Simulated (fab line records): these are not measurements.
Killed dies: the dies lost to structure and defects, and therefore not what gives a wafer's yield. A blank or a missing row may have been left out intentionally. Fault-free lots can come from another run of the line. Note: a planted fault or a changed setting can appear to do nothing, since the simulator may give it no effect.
fab line records | flow n5_finfet
[record] lots = 12 wafers = 33 last_day = 17
route steps=1938 shown BEOL_M15@1817 MIM_BOT@1833 MIM_TOP_LITHO@1843
lots that met no fault: taken from a fault-free run of the same line
start_h: hours from the record's opening day to when the first of the lot's shown wafers began | wait_h: hours since the lot's step before | " same as the row above | L1.1+2: one row covering several wafers at once | - no value, or no start given | * or withheld: withheld | < > ~ a bound
route shown NAME@n: names a module that has steps shown in the file, with the first one's number in the route | usual: mean/standard deviation taken from wafers without a fault | same: alike in all rows | chamber/n: place in a boat | sites: each site's reading | _std_site: how widely they spread, as a standard deviation | _edge_site: the outer-site mean with the inner-site mean subtracted | radius_mm: for every site, how far away it sits from the centre of the wafer | mask NAME#n: copy n | behind: the most recent tool/chamber to have shaped the wafer | hold: why the lot went on hold/how many hours it stayed there/how the hold came to an end | device: names the non-switching transistor (n, p or np) | end of line: at the end of the route, the tests of the same wafers | a step with no rows: only its recipe | killed: not the wafer's yield, but the dies lost to structure and defects at the first sort | map: the dies of a wafer, with x for killed, . for not killed, _ for no die there
set.NAME: setting as actually run; set.NAME@STEP: the setting as run at that earlier step | model.NAME: the simulator's own value behind a step, which no gauge read
one table for each step of the route and one row for each wafer, over a sample of lots
services: when a tool's chamber went out of use (start_h, in hours from the record's first day, below 0 if earlier), for how many hours, and the reason
[[steps]]
[step N5_BEOL_M15_DEGAS_41]
[recipe] ambient = vacuum temp_c = 300 time_s = 60
[usual] heater_power_w = 446/29
// columns lot.wafer tool chamber start_h wait_h heater_power_w
L975.2 pvd_sputter-03 - 274.17 0.3 435
L975.3 " - " " 405
L975.5 " - " " 476
L976.1 pvd_sputter-03 - 289.56 0.2 404
L976.2 " - " " 473
L976.4 " - " " 474
L982.1 pvd_sputter-03 - 312.27 0.6 409
L982.6 " - " " 422
L980.2 pvd_sputter-01 - 312.72 0.3 430
L980.4 " - " " 471
L980.5 " - " " 481
L981.5 pvd_sputter-01 - 319.96 0.3 465
L981.6 " - " " 406
L983.4 pvd_sputter-01 - 332.21 0.5 466
L983.5 " - " " 481
L983.6 " - " " 431
L985.1 pvd_sputter-03 - 345.53 0.2 466
L985.5 " - " " 413
L984.2 pvd_sputter-02 - 345.61 0.2 392
L984.4 " - " " 485
L984.6 " - " " 426
L987.1 pvd_sputter-01 - 358.11 0.7 473
L987.2 " - " " 417
L987.3 " - " " 469
L991.1 pvd_sputter-03 - 363.12 0.4 435
L991.3 " - " " 411
L991.6 " - " " 473
L995.2 pvd_sputter-01 - 400.66 0.5 428
L995.4 " - " " 472
L995.5 " - " " 426
L997.2 pvd_sputter-01 - 402.10 0.4 433
L997.3 " - " " 464
L997.5 " - " " 425
[step N5_BEOL_M15_SPUTTER_44]
[recipe] material = Ta target_thk_a = 150 temp_c = 50 bias_v = 80 power_w = 15000 chamber_pressure_pa = 0.07 time_s = 24.19
[usual] throttle_valve_pct = 30.6/0.79
// columns lot.wafer tool chamber start_h wait_h throttle_valve_pct
L975.2 pvd_sputter-03 - 274.33 0.0 30.6
L975.3 " - " " 30.2
L975.5 " - " " 31.4
L976.1 pvd_sputter-03 - 289.72 0.0 30.3
L976.2 " - " " 32.0
L976.4 " - " " 31.4
L982.1 pvd_sputter-03 - 312.43 0.0 30.4
L982.6 " - " " 30.5
L980.2 pvd_sputter-01 - 312.88 0.0 29.4
L980.4 " - " " 30.5
L980.5 " - " " 29.8
L981.5 pvd_sputter-01 - 320.14 0.0 30.3
L981.6 " - " " 30.4
L983.4 pvd_sputter-01 - 332.39 0.0 29.9
L983.5 " - " " 30.3
L983.6 " - " " 29.8
L985.1 pvd_sputter-03 - 345.69 0.0 31.6
L985.5 " - " " 30.6
L984.2 pvd_sputter-02 - 345.77 0.0 30.7
L984.4 " - " " 31.3
L984.6 " - " " 32.6
L987.1 pvd_sputter-01 - 358.27 0.0 29.9
L987.2 " - " " 30.4
L987.3 " - " " 30.3
L991.1 pvd_sputter-03 - 363.28 0.0 30.5
L991.3 " - " " 30.3
L991.6 " - " " 31.7
L995.2 pvd_sputter-01 - 400.82 0.0 30.0
L995.4 " - " " 29.8
L995.5 " - " " 29.7
L997.2 pvd_sputter-01 - 402.26 0.0 29.7
L997.3 " - " " 30.3
L997.5 " - " " 30.6
[step N5_MIM_BOT_SPUTTER_00]
[recipe] material = TiN target_thk_a = 350 temp_c = 200 power_w = 3000 chamber_pressure_pa = 0.49996 gas = Ar reactive_partial_pa = 0.37997 time_s = 89.7
[usual] throttle_valve_pct = 30.8/0.86
// columns lot.wafer tool chamber start_h wait_h throttle_valve_pct
L975.2 pvd_sputter-02 - 277.60 0.0 32.3
L975.3 " - " " 31.2
L975.5 " - " " 29.8
L976.1 pvd_sputter-01 - 292.81 0.0 30.3
L976.2 " - " " 30.0
L976.4 " - " " 30.5
L982.1 pvd_sputter-03 - 315.33 0.0 30.5
L982.6 " - " " 31.7
L980.2 pvd_sputter-01 - 315.74 0.0 30.1
L980.4 " - " " 29.7
L980.5 " - " " 29.7
L981.5 pvd_sputter-02 - 325.00 0.0 31.3
L981.6 " - " " 32.6
L983.4 pvd_sputter-01 - 335.93 0.0 30.2
L983.5 " - " " 29.6
L983.6 " - " " 29.5
L985.1 pvd_sputter-03 - 349.43 0.0 32.1
L985.5 " - " " 32.0
L984.2 pvd_sputter-02 - 354.71 0.0 30.8
L984.4 " - " " 29.6
L984.6 " - " " 29.6
L987.1 pvd_sputter-03 - 362.30 0.0 31.6
L987.2 " - " " 30.4
L987.3 " - " " 31.9
L991.1 pvd_sputter-02 - 366.64 0.0 32.7
L991.3 " - " " 30.3
L991.6 " - " " 31.5
L995.2 pvd_sputter-01 - 404.88 0.0 29.9
L995.4 " - " " 29.5
L995.5 " - " " 29.7
L997.2 pvd_sputter-03 - 405.18 0.0 31.8
L997.3 " - " " 31.4
L997.5 " - " " 31.2
[step N5_MIM_TOP_LITHO_EXPOSE_05]
[recipe] mask_id = MIM_TOP na = 0.55 source_shape = conventional sigma_outer = 0.8 polarization = unpolarized target_cd_nm = 2000 dose_mj = 20.5
[usual] focus_offset_nm = -0.1/0.44
// columns lot.wafer tool chamber start_h wait_h mask focus_offset_nm
L975.2 krf_scanner-01 0 279.95 - MIM_TOP#0 -0.4
L975.3 " 0 " " MIM_TOP#0 0.1
L975.5 " 0 " " MIM_TOP#0 -0.9
L976.1 krf_scanner-01 0 294.29 - MIM_TOP#0 0.1
L976.2 " 0 " " MIM_TOP#0 0.2
L976.4 " 0 " " MIM_TOP#0 0.0
L982.1 krf_scanner-02 0 317.10 - MIM_TOP#0 -0.5
L982.6 " 0 " " MIM_TOP#0 0.6
L980.2 krf_scanner-01 0 319.05 - MIM_TOP#0 -0.2
L980.4 " 0 " " MIM_TOP#0 0.1
L980.5 " 0 " " MIM_TOP#0 -0.1
L981.5 krf_scanner-02 0 326.71 - MIM_TOP#0 0.1
L981.6 " 0 " " MIM_TOP#0 0.4
L983.4 krf_scanner-02 0 337.54 - MIM_TOP#0 0.1
L983.5 " 0 " " MIM_TOP#0 0.3
L983.6 " 0 " " MIM_TOP#0 -0.3
L985.1 krf_scanner-02 0 355.25 - MIM_TOP#0 0.2
L985.5 " 0 " " MIM_TOP#0 0.2
L984.2 krf_scanner-02 0 356.21 - MIM_TOP#0 -0.6
L984.4 " 0 " " MIM_TOP#0 -0.4
L984.6 " 0 " " MIM_TOP#0 0.0
L987.1 krf_scanner-01 0 363.42 - MIM_TOP#0 -0.6
L987.2 " 0 " " MIM_TOP#0 0.0
L987.3 " 0 " " MIM_TOP#0 0.0
L991.1 krf_scanner-02 0 368.16 - MIM_TOP#0 0.0
L991.3 " 0 " " MIM_TOP#0 -0.2
L991.6 " 0 " " MIM_TOP#0 -0.8
L995.2 krf_scanner-01 0 406.07 - MIM_TOP#0 -0.1
L995.4 " 0 " " MIM_TOP#0 -0.1
L995.5 " 0 " " MIM_TOP#0 1.0
L997.2 krf_scanner-01 0 406.63 - MIM_TOP#0 0.6
L997.3 " 0 " " MIM_TOP#0 -0.3
L997.5 " 0 " " MIM_TOP#0 0.2
[step N5_MIM_TOP_LITHO_CD_MEAS_08]
[recipe] target_cd_nm = 2000 landing_energy_ev = 500 detector = se_inlens
[usual] cd_nm = 2000.3/2
// columns lot.wafer tool chamber start_h wait_h cd_nm
L975.2 cd_sem-03 0 280.12 - 2000.3
L975.3 " 0 " " 2002.0
L975.5 " 0 " " 2001.6
L976.1 cd_sem-02 0 294.47 - 1996.9
L976.2 " 0 " " 1998.6
L976.4 " 0 " " 1999.3
L982.1 cd_sem-03 0 317.28 - 1999.6
L982.6 " 0 " " 2003.1
L980.2 cd_sem-03 0 319.22 - 1999.3
L980.4 " 0 " " 2001.4
L980.5 " 0 " " 2002.9
L981.5 cd_sem-03 0 326.87 - 1999.0
L981.6 " 0 " " 1999.5
L983.4 cd_sem-02 0 337.71 - 2000.0
L983.5 " 0 " " 1999.9
L983.6 " 0 " " 1995.4
L985.1 cd_sem-02 0 355.42 - 1998.6
L985.5 " 0 " " 2002.1
L984.2 cd_sem-02 0 356.38 - 1999.1
L984.4 " 0 " " 1967.6
L984.6 " 0 " " 2001.3
L987.1 cd_sem-02 0 363.60 - 1996.8
L987.2 " 0 " " 1999.4
L987.3 " 0 " " 2000.2
L991.1 cd_sem-01 0 368.34 - 2003.1
L991.3 " 0 " " 1970.0
L991.6 " 0 " " 2002.9
L995.2 cd_sem-01 0 406.24 - 2000.2
L995.4 " 0 " " 2001.7
L995.5 " 0 " " 1996.7
L997.2 cd_sem-01 0 406.80 - 2001.0
L997.3 " 0 " " 1999.2
L997.5 " 0 " " 1999.3
[[services]]
// columns tool chamber start_h hours kind
krf_scanner-02 - 259.61 0.2 repair
krf_scanner-01 - 272.00 0.8 pm
krf_scanner-02 - 282.65 3.0 repair
krf_scanner-01 - 291.20 0.6 repair
krf_scanner-01 - 300.56 1.0 pm
krf_scanner-02 - 309.87 1.0 pm
krf_scanner-01 - 311.61 1.3 pm
krf_scanner-01 0 314.37 - calibration
krf_scanner-01 - 320.53 0.3 repair
krf_scanner-02 0 324.82 - calibration
krf_scanner-02 - 357.60 0.8 repair
krf_scanner-01 - 383.87 0.8 repair
krf_scanner-02 - 384.22 2.8 repair
[[key]]
[first_sign] step = N5_MIM_TOP_LITHO_CD_MEAS_08 reading = cd_nm direction = down sigmas = 16 usual = 2000.3 struck = 1968.8
effect none on later readings
met_at N5_MIM_TOP_LITHO_EXPOSE_05
struck_lots L984,L991
struck_wafers L984.4,L991.3
not_acting_at N5_BEOL_M15_DEGAS_41,N5_BEOL_M15_SPUTTER_44,N5_MIM_BOT_SPUTTER_00
onset_between 355.25 356.21
[fault] kind = process_parameter_drift tool = krf_scanner-02 chamber = - onset_h = 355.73 steps = N5_MIM_TOP_LITHO_EXPOSE_05 channel = focus_nm offset = 504 shape = step end_h = 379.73 scope = struck_wafers_only
